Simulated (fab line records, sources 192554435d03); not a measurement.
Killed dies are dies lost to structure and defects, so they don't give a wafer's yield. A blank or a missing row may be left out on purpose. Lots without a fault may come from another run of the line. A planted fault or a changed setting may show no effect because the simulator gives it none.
Chamber matching | flow n5_finfet | N5_BEOL_M4_ETCH_77 on rie_diel-05: 4 sister chambers
The step etches underlayer in N2/H2, target depth 6.5 nm, time 5.2 s. 4 wafers are shown with their chamber, then 9 later ones without.

WAFERS WITH THEIR CHAMBER
wafer  | chamber | drypump_motor_current_A (A)
L079.5 | 1       | 6.1
L085.3 | 0       | 5.6
L085.5 | 3       | 6.1
L085.6 | 2       | 5.9

WAFERS WITHOUT THEIR CHAMBER
wafer  | drypump_motor_current_A (A)
L089.1 | 5.9
L089.2 | 5.5
L089.4 | 6.1
L092.3 | 6.1
L092.4 | 6.1
L092.5 | 5.6
L097.1 | 5.6
L097.2 | 6.1
L097.4 | 6.1

WHICH CHAMBER EACH WENT THROUGH
wafer  | from the rows above     | in truth
L089.1 | 2                       | 2
L089.2 | 0                       | 0
L089.4 | can't be placed: 1 or 3 | 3
L092.3 | can't be placed: 1 or 3 | 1
L092.4 | can't be placed: 1 or 3 | 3
L092.5 | 0                       | 0
L097.1 | 0                       | 0
L097.2 | can't be placed: 1 or 3 | 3
L097.4 | can't be placed: 1 or 3 | 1
Placed correctly: 4 of 9. Can't be placed from these rows: 5 (the true chamber is among the candidates in 5). Placed wrongly: 0.
How it was worked out, from the rows above alone: a wafer's distance from a chamber is the root of the sum, over the readings, of the square of ((its reading less the chamber's mean) divided by the reading's scatter). The wafer belongs to the nearest chamber; if the next one is less than 2 further off, it can't be placed. A chamber's mean is the mean of its shown wafers. The scatter: with one shown wafer a chamber, the root of the mean of the squares of how far each hidden wafer lies from its nearest shown one.
